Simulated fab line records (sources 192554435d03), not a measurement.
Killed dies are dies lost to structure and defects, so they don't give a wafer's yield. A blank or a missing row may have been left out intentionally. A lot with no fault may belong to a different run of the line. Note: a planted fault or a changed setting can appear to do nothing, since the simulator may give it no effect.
fab line records	flow n5Finfet
[record] lots = 7	wafers = 18	lastDay = 17
route steps=1938 shown BEOL_M2@919 BEOL_M3@931 BEOL_M4@1111
lots that met no fault: from a run of the same line without faults
startH: start of the lot's first displayed wafer, in hours after the record's first day	waitH: time in hours since the lot's previous step	" as in the row above	L1.1+2: a row that stands for several wafers	- no value, or no start given	* or withheld: withheld	< > ~ a bound
route shown NAME@n: a module of which the file shows steps, and the number in the route of the first	usual: the fault-free wafers' mean and standard deviation	same: alike in all rows	chamber/n: place in a boat	sites: each site's reading	_std_site: how widely they spread, as a standard deviation	_edge_site: outer sites' mean less inner sites'	radiusMm: how far each site lies from the wafer's centre	mask NAME#n: copy n	behind: tool/chamber where the wafer was last shaped	hold: why the lot went on hold/how many hours it stayed there/how the hold came to an end	device: transistor that didn't switch, given as n, p or np	end of line: the tests these same wafers got at the end of their route	a step without rows: its recipe alone	killed: dies that structure and defects cost at the first sort, which is not the same as the wafer's yield	map: per-die view of a wafer (x killed, . not killed, _ where there is no die)
set.NAME: the setting that was run; set.NAME@STEP: the one run at that earlier step	model.NAME: the simulator's own value behind a step, which no gauge read
lots seen at some steps along the route; tables by step, rows by wafer
services: a tool's chamber out of use, with start hour (startH, from the record's first day; less than 0 if before it), hours out, and reason
[[steps]]
[step N5_BEOL_M2_ANNEAL_95]
[recipe] tempC = 400	timeS = 240	ambient = vacuum
[step N5_BEOL_M2_SPUTTER_96]
[recipe] material = Cu	targetThkA = 45	tempC = -20	chamberPressurePa = 0.07	powerW = withheld	timeS = 8.29
[step N5_BEOL_M2_ECD_50]
[recipe] material = Cu	targetThkA = 3000
[step N5_BEOL_M2_ANNEAL_51]
[recipe] tempC = 225	timeS = 90	ambient = N2
[usual] annealTempCMax = 226.4/0.59	wafer_temp_C_max = 225.89/0.24
lot.wafer	tool	chamber	startH	waitH	annealTempCMax	wafer_temp_C_max
L122.1	rtpAnneal-01	0	183.96	0.1	226.9	225.46
L122.2	"	0	"	"	226.4	225.44
L122.6	"	0	"	"	227.2	225.66
L128.2	rtpAnneal-01	0	233.87	0.8	227.3	225.73
L128.5	"	0	"	"	226.6	225.60
L128.6	"	0	"	"	227.8	225.59
L131.5	rtpAnneal-01	0	234.86	1.2	227.2	225.70
L131.6	"	0	"	"	227.1	225.73
L130.1	rtpAnneal-02	0	237.28	0.1	226.0	225.86
L130.5	"	0	"	"	226.1	225.76
L137.5	rtpAnneal-01	0	282.10	0.2	226.8	226.03
L137.6	"	0	"	"	227.2	225.67
L138.2	rtpAnneal-02	0	283.63	0.1	225.9	225.84
L138.4	"	0	"	"	225.8	225.57
L138.6	"	0	"	"	225.8	226.39
L139.1	rtpAnneal-01	0	289.78	0.1	227.1	225.79
L139.2	"	0	"	"	226.8	225.64
L139.5	"	0	"	"	226.7	225.60
[step N5_BEOL_M2_CMP_52]
[recipe] stopOn = SiOC	tOverpolishS = 6.8	downForcePsi = 1	platenRpm = 50	clearingPlatenDownForcePsi = 1.5	clearingPlatenRpm = 50	postCmpClean = cuAlkaline	targetThkNm = 40	clearingPlatenPadVelocityMS = 0.99484	padVelocityMS = 0.99484
[step N5_BEOL_M2_THK_MEAS_53]
[recipe] thkMeasGauge = xrf	reads = Cu_of_BEOL_M2_ECD_50
[usual] M2_THK = 40.5/1.5
lot.wafer	tool	chamber	startH	waitH	M2_THK[nm]
L122.1	filmMetro-02	-	184.57	-	40.3
L122.2	"	-	"	"	42.7
L122.6	"	-	"	"	39.8
L128.2	filmMetro-01	-	234.64	-	41.1
L128.5	"	-	"	"	42.2
L128.6	"	-	"	"	41.3
L131.5	filmMetro-02	-	235.27	-	39.6
L131.6	"	-	"	"	40.1
L130.1	filmMetro-02	-	237.88	-	40.6
L130.5	"	-	"	"	41.0
L137.5	filmMetro-02	-	282.52	-	41.8
L137.6	"	-	"	"	41.9
L138.2	filmMetro-02	-	284.18	-	37.1
L138.4	"	-	"	"	39.5
L138.6	"	-	"	"	38.7
L139.1	filmMetro-01	-	290.37	-	39.5
L139.2	"	-	"	"	42.4
L139.5	"	-	"	"	42.2
[step N5_BEOL_M2_PRE_CLEAN_60]
[recipe] gas = NH3/H2	timeS = 15	tempC = *	rfPowerW = 300
[step N5_BEOL_M2_CO_CAP_55]
[recipe] material = Co	targetThkA = 20	tempC = 200	precursor = CCTBA/H2	pressureTorr = 30	timeS = 102.1
[usual] heaterPowerW = 232/27
lot.wafer	tool	chamber	startH	waitH	heaterPowerW	sinceWetCleanH
L122.1	cvdCo-01	2	184.65	0.0	279	485
L122.2	"	0	"	"	211	945
L122.6	"	0	"	"	218	-
L128.2	cvdCo-02	0	234.72	0.0	203	776
L128.5	"	0	"	"	205	-
L128.6	"	1	"	"	227	-
L131.5	cvdCo-02	1	235.38	0.0	230	-
L131.6	"	2	"	"	260	-
L130.1	cvdCo-01	2	237.95	0.0	277	539
L130.5	"	2	"	"	270	-
L137.5	cvdCo-02	0	282.63	0.0	203	-
L137.6	"	1	"	"	225	-
L138.2	cvdCo-01	0	284.26	0.0	215	1044
L138.4	"	1	"	"	217	-
L138.6	"	2	"	"	275	-
L139.1	cvdCo-01	0	290.45	0.0	216	1050
L139.2	"	1	"	"	211	154
L139.5	"	1	"	"	212	-
[step N5_BEOL_M2_PRE_CLEAN_56]
[recipe] gas = NH3	timeS = 15	tempC = withheld	rfPowerW = 300
[step N5_BEOL_M2_DEP_57]
[recipe] material = SiCN	targetThkA = 80	tempC = withheld	precursor = 3MS/NH3	pressureTorr = 3	rfW = 202	timeS = 14
[usual] showerheadPlenumPTorr = 3.668/0.012	throttleValvePct = 9.3/0.65
lot.wafer	tool	chamber	startH	waitH	showerheadPlenumPTorr	sinceWetCleanH	throttleValvePct
L122.1	pecvd-04	0	184.76	0.0	3.667	707	10.1
L122.2	"	1	"	"	3.680	1432	9.6
L122.6	"	2	"	"	3.670	-	9.1
L128.2	pecvd-04	0	234.83	0.0	3.676	757	10.2
L128.5	"	1	"	"	3.681	-	9.9
L128.6	"	2	"	"	3.672	-	8.4
L131.5	pecvd-04	0	235.48	0.0	3.669	-	9.7
L131.6	"	2	"	"	3.660	-	8.3
L130.1	pecvd-01	1	238.07	0.0	3.673	2029	10.3
L130.5	"	1	"	"	3.665	-	10.3
L137.5	pecvd-01	0	282.74	0.0	3.661	-	9.2
L137.6	"	2	"	"	3.659	-	8.9
L138.2	pecvd-01	0	284.37	0.0	3.651	1351	8.9
L138.4	"	1	"	"	3.659	-	10.4
L138.6	"	2	"	"	3.658	-	8.5
L139.1	pecvd-04	2	290.56	0.0	3.667	59	8.4
L139.2	"	1	"	"	3.687	1538	10.0
L139.5	"	2	"	"	3.660	-	8.4
[step N5_BEOL_M2_RS_MEAS_58]
[recipe] thkMeasGauge = four-point-probe	reads = Co_of_BEOL_M2_CO_CAP_55+Cu_of_BEOL_M2_ECD_50+Co_of_BEOL_M2_CVD_47+TaN_of_BEOL_M2_ALD_84
[usual] M2_RS = 0.67/0.033
lot.wafer	tool	chamber	startH	waitH	M2_RS[ohm/sq]
L122.1	filmMetro-02	-	184.83	0.0	0.68
L122.2	"	-	"	"	0.64
L122.6	"	-	"	"	0.69
L128.2	filmMetro-01	-	234.90	0.1	0.66
L128.5	"	-	"	"	0.64
L128.6	"	-	"	"	0.66
L131.5	filmMetro-02	-	235.54	0.0	0.69
L131.6	"	-	"	"	0.67
L130.1	filmMetro-02	-	238.14	0.0	0.66
L130.5	"	-	"	"	0.65
L137.5	filmMetro-01	-	282.79	0.0	0.64
L137.6	"	-	"	"	0.64
L138.2	filmMetro-02	-	284.44	0.1	0.75
L138.4	"	-	"	"	0.69
L138.6	"	-	"	"	0.70
L139.1	filmMetro-02	-	290.63	0.0	0.69
L139.2	"	-	"	"	0.63
L139.5	"	-	"	"	0.63
[step N5_BEOL_M2_INSPECT_59]
[recipe] inspectInstrument = darkfield	mode = postDep
[usual] rawDefectCount = 71/20
lot.wafer	tool	chamber	startH	waitH	rawDefectCount
L122.1	defectInspect-01	-	184.86	0.0	72
L122.2	"	-	"	"	75
L122.6	"	-	"	"	88
L128.2	defectInspect-01	-	234.93	0.0	51
L128.5	"	-	"	"	67
L128.6	"	-	"	"	65
L131.5	defectInspect-01	-	235.56	0.0	61
L131.6	"	-	"	"	61
L130.1	defectInspect-02	-	238.16	0.0	90
L130.5	"	-	"	"	74
L137.5	defectInspect-01	-	282.82	0.0	79
L137.6	"	-	"	"	96
L138.2	defectInspect-02	-	284.47	0.0	81
L138.4	"	-	"	"	58
L138.6	"	-	"	"	92
L139.1	defectInspect-02	-	290.66	0.0	56
L139.2	"	-	"	"	51
L139.5	"	-	"	"	42
[step N5_BEOL_M3_ILD_DEP_00]
[recipe] material = SiOC	targetThkA = 790	tempC = 350	precursor = DEMS/O2	pressureTorr = 5	rfW = 500	timeS = 15.3
[usual] heaterPowerW = 477/71	showerheadPlenumPTorr = 5.701/0.015	throttleValvePct = 12.0/0.62
lot.wafer	tool	chamber	startH	waitH	heaterPowerW	showerheadPlenumPTorr	sinceWetCleanH	throttleValvePct	model.SiOC_of_BEOL_M3_ILD_DEP_00.thkNm
L122.1	pecvd-02	2	184.89	0.0	406	5.713	316	11.3	79.4
L122.2	"	0	"	"	571	5.686	1070	12.3	77.8
L122.6	"	2	"	"	424	5.713	-	11.0	79.8
L128.2	pecvd-03	1	234.96	0.0	514	5.734	1664	11.3	79.8
L128.5	"	1	"	"	528	5.727	-	11.0	81.4
L128.6	"	0	"	"	459	5.674	-	12.5	80
L131.5	pecvd-03	1	235.61	0.1	550	5.730	-	11.4	47.8
L131.6	"	0	"	"	508	5.685	-	12.1	80.6
L130.1	pecvd-03	1	238.20	0.0	523	5.722	1667	11.3	46.2
L130.5	"	0	"	"	483	5.679	-	11.8	46.6
L137.5	pecvd-03	2	282.87	0.1	467	5.708	-	12.1	46.4
L137.6	"	1	"	"	466	5.727	-	11.1	80.8
L138.2	pecvd-04	0	284.50	0.0	379	5.701	807	13.3	79.2
L138.4	"	2	"	"	399	5.688	-	11.5	79.4
L138.6	"	1	"	"	510	5.708	-	12.8	80.6
L139.1	pecvd-02	1	290.69	0.0	438	5.705	1901	11.7	78
L139.2	"	0	"	"	583	5.687	1176	12.1	78.2
L139.5	"	0	"	"	574	5.689	-	12.5	79.6
[step N5_BEOL_M3_THK_MEAS_01]
[recipe] reads = SiOC_of_BEOL_M3_ILD_DEP_00
[usual] M3_ILD_THK = 79.4/1
lot.wafer	tool	chamber	startH	waitH	M3_ILD_THK[nm]
L122.1	filmMetro-02	-	184.98	0.1	79.4
L122.2	"	-	"	"	77.9
L122.6	"	-	"	"	79.8
L128.2	filmMetro-02	-	235.03	0.1	79.8
L128.5	"	-	"	"	81.3
L128.6	"	-	"	"	79.9
L131.5	filmMetro-02	-	235.66	0.0	47.8
L131.6	"	-	"	"	80.6
L130.1	filmMetro-01	-	238.27	0.0	46.3
L130.5	"	-	"	"	46.6
L137.5	filmMetro-02	-	282.92	0.0	46.4
L137.6	"	-	"	"	80.9
L138.2	filmMetro-01	-	284.57	0.1	79.1
L138.4	"	-	"	"	79.3
L138.6	"	-	"	"	80.6
L139.1	filmMetro-01	-	290.76	0.0	78.1
L139.2	"	-	"	"	78.2
L139.5	"	-	"	"	79.6
[step N5_BEOL_M3_PECVD_72]
[recipe] material = SiO2	targetThkA = 160	tempC = 400	precursor = TEOS/O2	pressureTorr = 5.5	rfW = 450	teosFlowSccm = 53.8	gas = O2	flowSccm = 3000	timeS = 18
[step N5_BEOL_M3_HM_DEP_02]
[recipe] material = TiN	targetThkA = 200	tempC = 25	chamberPressurePa = 0.49996
[usual] throttleValvePct = 30.4/1.1
lot.wafer	tool	chamber	startH	waitH	throttleValvePct
L122.1	pvdSputter-02	-	185.76	0.7	29.7
L122.2	"	-	"	"	30.5
L122.6	"	-	"	"	30.3
L128.2	pvdSputter-02	-	237.48	2.4	29.9
L128.5	"	-	"	"	29.8
L128.6	"	-	"	"	30.4
L131.5	pvdSputter-03	-	237.60	1.9	28.9
L131.6	"	-	"	"	30.6
L130.1	pvdSputter-03	-	239.25	0.9	30.5
L130.5	"	-	"	"	30.5
L137.5	pvdSputter-03	-	283.42	0.4	28.8
L137.6	"	-	"	"	30.2
L138.2	pvdSputter-03	-	285.89	1.3	30.4
L138.4	"	-	"	"	28.8
L138.6	"	-	"	"	28.4
L139.1	pvdSputter-03	-	291.45	0.6	28.7
L139.2	"	-	"	"	28.7
L139.5	"	-	"	"	31.4
[step N5_BEOL_M3_COAT_61]
[recipe] resist = SOC	tempC = 250	timeS = 60	spinRpm = 1500	resistThkNm = 60
[step N5_BEOL_M3_COAT_62]
[recipe] resist = SiARC	tempC = 220	timeS = 60	spinRpm = 1500	resistThkNm = 12
[step N5_BEOL_M3_COAT_73]
[recipe] resist = underlayer	tempC = 205	timeS = 60	spinRpm = 1500	resistThkNm = 5
[step N5_BEOL_M3_COAT_05]
[recipe] resist = CAR-EUV	spinRpm = 1500	resistThkNm = 30
[step N5_BEOL_M3_EBR_07]
[recipe] solvent = PGMEA	ebrWidthMm = 1.5
[step N5_BEOL_M3_SOFTBAKE_06]
[recipe] tempC = 110	timeS = 60	resist = CAR-EUV
[step N5_BEOL_M3_EXPOSE_08]
[recipe] maskId = M3	na = 0.33	sourceShape = dipole	sigmaInner = 0.369	sigmaOuter = 0.767	polarization = unpolarized	doseMj = 33
[step N5_BEOL_M3_PEB_09]
[recipe] pebTempC = 100	pebTimeS = 60	resist = CAR-EUV
[step N5_BEOL_M3_DEVELOP_10]
[recipe] developTimeS = 30	developer = TMAH	resist = CAR-EUV	rinseLiquid = surfactantRinse	dry = airSpin	devTempC = 23
[step N5_BEOL_M3_CD_MEAS_11]
[recipe] targetCdNm = 17.05	landingEnergyEv = 500	detector = seInlens	polarity = opening
[usual] cdNm = 17.08/0.26
lot.wafer	tool	chamber	startH	waitH	cdNm
L122.1	cdSem-03	0	186.15	-	16.75
L122.2	"	0	"	"	17.17
L122.6	"	0	"	"	16.78
L128.2	cdSem-01	0	238.02	-	16.96
L128.5	"	0	"	"	17.05
L128.6	"	0	"	"	16.87
L131.5	cdSem-03	0	238.06	-	17.01
L131.6	"	0	"	"	16.64
L130.1	cdSem-01	0	239.65	-	17.11
L130.5	"	0	"	"	17.48
L137.5	cdSem-02	0	283.76	-	16.62
L137.6	"	0	"	"	16.60
L138.2	cdSem-03	0	286.28	-	16.94
L138.4	"	0	"	"	17.05
L138.6	"	0	"	"	17.09
L139.1	cdSem-01	0	291.84	-	17.05
L139.2	"	0	"	"	17.10
L139.5	"	0	"	"	17.15
[step N5_BEOL_M3_OVL_MEAS_12]
[recipe] pointsPerWafer = 522
[usual] M3_OVL = -0.3/0.8
lot.wafer	tool	chamber	startH	waitH	M3_OVL[nm]
L122.1	overlay-01	0	186.18	0.0	0.8
L122.2	"	0	"	"	-0.5
L122.6	"	0	"	"	-0.2
L128.2	overlay-02	0	238.05	0.0	-0.5
L128.5	"	0	"	"	-1.5
L128.6	"	0	"	"	-0.6
L131.5	overlay-01	0	238.11	0.0	-1.2
L131.6	"	0	"	"	-0.2
L130.1	overlay-01	0	239.68	0.0	0.8
L130.5	"	0	"	"	-0.7
L137.5	overlay-01	0	283.81	0.0	-0.2
L137.6	"	0	"	"	-0.1
L138.2	overlay-02	0	286.31	0.0	0.1
L138.4	"	0	"	"	-0.4
L138.6	"	0	"	"	-1.0
L139.1	overlay-02	0	291.87	0.0	-0.5
L139.2	"	0	"	"	-0.4
L139.5	"	0	"	"	-0.1
[step N5_BEOL_M3_INSPECT_13]
[recipe] mode = adi	inspectInstrument = brightfield
[usual] rawDefectCount = 425/93
lot.wafer	tool	chamber	startH	waitH	rawDefectCount
L122.1	defectInspect-02	-	186.23	0.1	579
L122.2	"	-	"	"	374
L122.6	"	-	"	"	320
L128.2	defectInspect-02	-	238.10	0.0	384
L128.5	"	-	"	"	470
L128.6	"	-	"	"	375
L131.5	defectInspect-01	-	238.14	0.0	412
L131.6	"	-	"	"	382
L130.1	defectInspect-01	-	239.74	0.1	417
L130.5	"	-	"	"	298
L137.5	defectInspect-02	-	283.85	0.0	327
L137.6	"	-	"	"	442
L138.2	defectInspect-02	-	286.37	0.0	529
L138.4	"	-	"	"	296
L138.6	"	-	"	"	477
L139.1	defectInspect-01	-	291.93	0.1	465
L139.2	"	-	"	"	353
L139.5	"	-	"	"	441
[step N5_BEOL_M3_DESCUM_16]
[recipe] chemistry = O2	timeS = 7	sourcePowerW = 50	biasPowerW = 20	pressureMtorr = 20	rfFrequencyHz = 2.712e+07	tempC = 40	resist = CAR-EUV	o2FlowSccm = 225
[step N5_BEOL_M3_ETCH_74]
[recipe] chemistry = N2/H2	target = underlayer	targetDepthA = 65	maskMaterial = CAR-EUV	timeS = 5.2	ionEnergyEv = 200	pressureMtorr = 30	sourceW = 840	biasW = 150	n2FlowSccm = 200	h2FlowSccm = 200	ends = cleared
[step N5_BEOL_M3_ETCH_63]
[recipe] chemistry = CF4	target = SiARC	targetDepthA = 156	maskMaterial = CAR-EUV	timeS = 26	ionEnergyEv = 80	pressureMtorr = 40	sourceW = 545	biasW = 36	Ar_flow_sccm = 100	cf4FlowSccm = 100	ends = cleared
[step N5_BEOL_M3_ETCH_64]
[recipe] chemistry = N2/H2	target = SOC	targetDepthA = 750	overetchA = 150	maskMaterial = SiARC	tempC = 40	timeS = 112.5	ionEnergyEv = 200	pressureMtorr = 30	sourceW = 840	biasW = 150	n2FlowSccm = 200	h2FlowSccm = 200
[step N5_BEOL_M3_STRIP_65]
[recipe] chemistry = N2/H2	tempC = 40	n2FlowSccm = 200	h2FlowSccm = 200	rfFrequencyHz = 6e+07
[step N5_BEOL_M3_STRIP_75]
[recipe] chemistry = N2/H2	tempC = 40	n2FlowSccm = 200	h2FlowSccm = 200	rfFrequencyHz = 6e+07
[step N5_BEOL_M3_STRIP_66]
[recipe] chemistry = CF4	resist = SiARC	powerW = 300	biasPowerW = 75	pressureMtorr = 50	cf4FlowSccm = 150	rfFrequencyHz = 6e+07
[usual] drypumpMotorCurrentA = 5.6/0.48	oesProductAu = 0.76/0.054	rfVppV = 271.2/1.9	showerheadPlenumPTorr = 1.80/0.079	throttleValvePct = 13.66/0.2
lot.wafer	tool	chamber	startH	waitH	drypumpMotorCurrentA	oesProductAu	rfHoursCounterH	rfVppV	showerheadPlenumPTorr	throttleValvePct
L122.1	rieDiel-02	3	186.48	0.0	5.6	0.85	55	271.6	1.88	13.42
L122.2	"	0	"	"	5.3	0.73	170	271.3	1.77	13.75
L122.6	"	2	"	"	6.1	0.77	-	268.1	1.67	13.83
L128.2	rieDiel-03	0	238.34	0.0	5.3	0.72	192	270.4	1.80	13.99
L128.5	"	2	"	"	6.4	0.73	-	272.6	1.86	13.51
L128.6	"	3	"	"	5.8	0.75	-	273.0	1.87	13.65
L131.5	rieDiel-02	0	238.55	0.0	5.3	0.72	-	271.9	1.77	13.80
L131.6	"	1	"	"	4.9	0.70	-	269.8	1.70	13.39
L130.1	rieDiel-02	2	239.98	0.0	6.1	0.76	127	267.5	1.66	13.84
L130.5	"	3	"	"	5.6	0.83	-	271.6	1.88	13.46
L137.5	rieDiel-02	3	284.10	0.0	5.6	0.82	-	273.0	1.87	13.52
L137.6	"	2	"	"	6.1	0.74	-	269.4	1.66	13.90
L138.2	rieDiel-01	2	286.61	0.0	4.8	0.87	48	271.3	1.88	13.41
L138.4	"	0	"	"	6.1	0.68	219	273.3	1.86	13.87
L138.6	"	1	"	"	5.8	0.81	-	273.9	1.89	13.74
L139.1	rieDiel-01	1	292.35	0.0	5.8	0.81	70	273.1	1.89	13.75
L139.2	"	3	"	"	5.2	0.72	188	271.3	1.77	13.81
L139.5	"	0	"	"	6.2	0.68	-	271.3	1.86	13.87
[step N5_BEOL_M3_HM_OPEN_17]
[recipe] chemistry = Cl2/BCl3	targetDepthA = 200	overetchA = 60	target = TiN	maskMaterial = SOC	ionEnergyEv = 150	pressureMtorr = 10	icpW = 1000	biasW = 126	Cl2_flow_sccm = 53.25	bcl3FlowSccm = 21.75	Ar_flow_sccm = 25
[step N5_BEOL_M3_STRIP_19]
[recipe] chemistry = O2	powerW = 400	tempC = 40	pressureMtorr = 30	rfFrequencyHz = 6e+07	biasPowerW = 0	overashFraction = 0.2	o2FlowSccm = 225
[step N5_BEOL_M3_CD_MEAS_18]
[recipe] pitchNm = 36	targetCdNm = 18
[usual] cdNm = 17.9/0.33
lot.wafer	tool	chamber	startH	waitH	cdNm
L122.1	cdSem-02	-	186.70	0.0	17.9
L122.2	"	-	"	"	17.9
L122.6	"	-	"	"	18.0
L128.2	cdSem-02	-	238.63	0.1	18.0
L128.5	"	-	"	"	17.4
L128.6	"	-	"	"	17.9
L131.5	cdSem-02	-	238.77	0.0	17.4
L131.6	"	-	"	"	17.5
L130.1	cdSem-03	-	240.22	0.0	18.3
L130.5	"	-	"	"	17.8
L137.5	cdSem-01	-	284.32	0.0	18.2
L137.6	"	-	"	"	18.1
L138.2	cdSem-01	-	286.83	0.1	17.7
L138.4	"	-	"	"	18.4
L138.6	"	-	"	"	17.5
L139.1	cdSem-02	-	292.57	0.0	17.8
L139.2	"	-	"	"	17.4
L139.5	"	-	"	"	17.9
[step N5_BEOL_M3_COAT_67]
[recipe] resist = SOC	tempC = 250	timeS = 60	spinRpm = 1500	resistThkNm = 60
[step N5_BEOL_M3_COAT_68]
[recipe] resist = SiARC	tempC = 220	timeS = 60	spinRpm = 1500	resistThkNm = 12
[step N5_BEOL_M3_COAT_76]
[recipe] resist = underlayer	tempC = 205	timeS = 60	spinRpm = 1500	resistThkNm = 5
[step N5_BEOL_M3_COAT_22]
[recipe] resist = CAR-EUV	spinRpm = 1500	resistThkNm = 30
[step N5_BEOL_M3_CMP_52]
[recipe] stopOn = SiOC	tOverpolishS = 6.8	downForcePsi = 1	platenRpm = 50	clearingPlatenDownForcePsi = 1.5	clearingPlatenRpm = 50	postCmpClean = cuAlkaline	targetThkNm = 40	clearingPlatenPadVelocityMS = 0.99484	padVelocityMS = 0.99484
[usual] motorCurrentA = 6.2/0.4
lot.wafer	tool	chamber	startH	waitH	motorCurrentA	model.SiOC_of_BEOL_M3_ILD_DEP_00.thkNm	model.Cu_of_BEOL_M3_ECD_50.thkNm
L122.2	cmp-04	1	191.32	0.3	6.3	74.8	39.6
L122.1	"	2	"	"	6.6	76.4	40.6
L122.6	"	3	"	"	6.2	76.8	40.4
L128.2	cmp-02	2	243.70	0.2	6.2	76.8	40.4
L128.6	"	2	"	"	6.6	77	40.2
L128.5	"	3	"	"	6.1	78.4	39.2
L130.1	cmp-04	0	247.36	0.4	5.6	43.2	7.4
L130.5	"	1	"	"	6.4	43.6	7.8
L131.5	cmp-03	0	247.42	0.2	5.8	44.8	8.8
L131.6	"	1	"	"	6.2	77.6	41.8
L137.6	cmp-03	0	291.97	0.2	5.8	77.8	41.6
L137.5	"	1	"	"	5.8	43.4	7.8
L138.2	cmp-02	0	295.67	0.2	6.4	76.2	40
L138.4	"	2	"	"	6.4	76.4	40.8
L138.6	"	0	"	"	6.2	77.6	40.6
L139.2	cmp-04	3	301.64	0.3	5.8	75.2	39.4
L139.1	"	0	"	"	5.3	75	38.4
L139.5	"	2	"	"	6.4	76.6	41
[step N5_BEOL_M4_RC_MEAS_101]
[usual] DIBL_N = 35.9/1.9	DIBL_P = 35.8/2.4	IOFF_N = 0.15/0.031	IOFF_P = 0.21/0.037	ION_N = 672/13	ION_P = 462/8.3	SS_N = 71.5/0.72	SS_P = 73.2/0.67	VT_N = 250/3.4	VT_P = -250/3.4
lot.wafer	tool	chamber	startH	waitH	DIBL_N[mV/V]	DIBL_P[mV/V]	IOFF_N[nA/um]	IOFF_P[nA/um]	ION_N[uA/um]	ION_P[uA/um]	SS_N[mV/dec]	SS_P[mV/dec]	VT_N[mV]	VT_P[mV]
L122.1	prober-02	0	203.94	0.3	35.8	34.7	0.15	0.19	658	453	72.4	72.5	252	-252
L122.2	"	0	"	"	35.3	34.8	0.13	0.18	662	454	70.6	72.5	255	-250
L122.6	"	0	"	"	37.9	37.9	0.19	0.24	685	474	71.7	73.3	247	-248
L128.2	prober-01	0	253.21	0.2	36.7	37.0	0.17	0.26	680	473	72.0	73.4	249	-245
L128.5	"	0	"	"	36.3	35.2	0.16	0.22	688	470	72.1	72.8	248	-249
L128.6	"	0	"	"	34.6	34.0	0.13	0.21	669	465	70.4	73.2	251	-246
L131.6	prober-01	0	256.94	0.8	37.6	39.7	0.21	0.28	685	469	72.6	73.5	245	-243
L138.2	prober-01	0	310.18	0.2	36.0	36.0	0.15	0.20	682	470	71.4	74.1	248	-252
L138.4	"	0	"	"	35.6	35.8	0.14	0.19	671	460	71.7	73.4	251	-253
L138.6	"	0	"	"	37.9	39.3	0.19	0.25	694	471	72.8	74.7	248	-248
L137.6	prober-02	0	311.05	0.8	35.9	38.9	0.14	0.22	675	464	72.0	73.0	252	-250
L139.1	prober-02	0	313.58	0.0	34.6	33.2	0.13	0.19	672	468	70.9	72.1	253	-247
L139.2	"	0	"	"	33.2	31.9	0.11	0.18	656	461	71.2	71.9	255	-248
L139.5	"	0	"	"	34.8	33.0	0.13	0.19	670	464	70.8	72.3	255	-250
[[services]]
tool	chamber	startH	hours	kind
cmp-04	-	168.52	7.0	pm
cmp-03	-	178.16	0.6	repair
rieDiel-01	1	178.44	15.9	repair
cvdCo-01	-	189.76	1.3	repair
cvdCo-02	2	195.82	16.5	repair
cmp-02	-	202.31	4.0	pm
cmp-04	-	202.78	8.0	repair
pecvd-01	1	216.04	4.4	repair
cmp-02	-	226.91	0.8	repair
pecvd-02	-	228.51	0.7	repair
rtpAnneal-02	-	232.48	3.3	pm
cmp-02	-	236.26	5.6	pm
pvdSputter-02	-	238.19	1.5	repair
cvdCo-01	-	241.20	0.5	repair
cmp-02	-	245.99	3.0	repair
rieDiel-01	-	250.99	1.8	repair
cmp-02	-	263.63	1.8	repair
cvdCo-02	-	268.73	0.5	repair
pecvd-04	-	275.15	6.0	pm
pecvd-02	2	276.66	6.6	repair
cmp-04	-	278.18	1.3	repair
pvdSputter-02	-	285.64	5.0	repair
pecvd-02	-	286.30	0.9	repair
rieDiel-02	2	286.38	3.2	repair
[[key]]
[firstSign] step = N5_BEOL_M3_THK_MEAS_01	reading = M3_ILD_THK	direction = down	sigmas = 31	usual = 79.4	struck = 46.8
effect none on later readings
[modelEffect] step = N5_BEOL_M3_ILD_DEP_00	value = SiOC_of_BEOL_M3_ILD_DEP_00.thkNm	without = 80.45	struck = 46.75
[modelEffect] step = N5_BEOL_M3_CMP_52	value = SiOC_of_BEOL_M3_ILD_DEP_00.thkNm	without = 77.45	struck = 43.75
metAt N5_BEOL_M3_ILD_DEP_00
struckWafers L130.1,L130.5,L131.5,L137.5
laterRowsLeftOut L130.1,L130.5,L131.5,L137.5
sortLeftOut L130.1,L130.5,L131.5,L137.5
onsetBetween 234.96 235.61
[fault] kind = processParameterDrift	tool = pecvd-03	chamber = -	onsetH = 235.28	steps = N5_BEOL_M3_ILD_DEP_00	channel = timeS	offset = *	shape = step	endH = 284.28	scope = struckWafersOnly	actsIn = *	stated = *
// sortLeftOut: the simulated sort isn't trusted on such a fault, so these wafers' sort isn't shown, and their yield isn't known
// laterRowsLeftOut: the simulator's readings of these wafers behind a module that went badly wrong aren't trusted and aren't shown, but for the sort
